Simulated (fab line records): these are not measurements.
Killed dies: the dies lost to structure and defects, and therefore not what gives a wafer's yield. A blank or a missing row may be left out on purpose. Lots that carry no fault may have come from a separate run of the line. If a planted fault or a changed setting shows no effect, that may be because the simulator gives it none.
The tool behind it: which one? + flow nand harc + 6 lots (18 wafers sampled), 1 step of a 1302-step route

== WHAT THE GAUGES SHOWED, per wafer ==
NHARC_A_SLIT_CD_MEAS_09: target cd 300 nm.
| lot  | measured     | on        | cd nm (nm)        |
|------|--------------|-----------|-------------------|
| L408 | day 20 07:15 | cd sem-03 | 300.7 299.8 299.8 |
| L412 | day 20 22:59 | cd sem-02 | 299.4 300.3 299.6 |
| L409 | day 21 01:15 | cd sem-02 | 300.6 300.8 299.6 |
| L415 | day 22 11:13 | cd sem-03 | 299.5 299.4 299.6 |
| L426 | day 27 14:35 | cd sem-03 | 300.5 300.5 299.9 |
| L430 | day 30 01:32 | cd sem-03 | 299.6 299.9 299.6 |

== WHICH TOOL RAN EACH LOT (tool, then ch and the chambers of the sampled wafers, then the start) ==
Record: no process step prior to these readings.

== THE ANSWER, worked out from the rows above alone ==
Rule: the lots themselves supply what counts as usual. The widest of any qualifying gaps counts: lots, ordered by their means at a reading, are off when they make up no more than a third of the lots, leave a main group of 4 or more, and stand apart from it by 3 or more times the standard deviation of that group's means. A main group is skipped when, at the precision printed for the reading in the tables above, its means are all equal. A lot without any number at a reading at which 4 lots or more have one is off too. Any other lot the step has rows for is counted as sound.
Across all readings shown, no lot is off: no conclusion can be drawn from this.

== WHAT HAD BEEN PUT IN BY THE SIMULATOR ==
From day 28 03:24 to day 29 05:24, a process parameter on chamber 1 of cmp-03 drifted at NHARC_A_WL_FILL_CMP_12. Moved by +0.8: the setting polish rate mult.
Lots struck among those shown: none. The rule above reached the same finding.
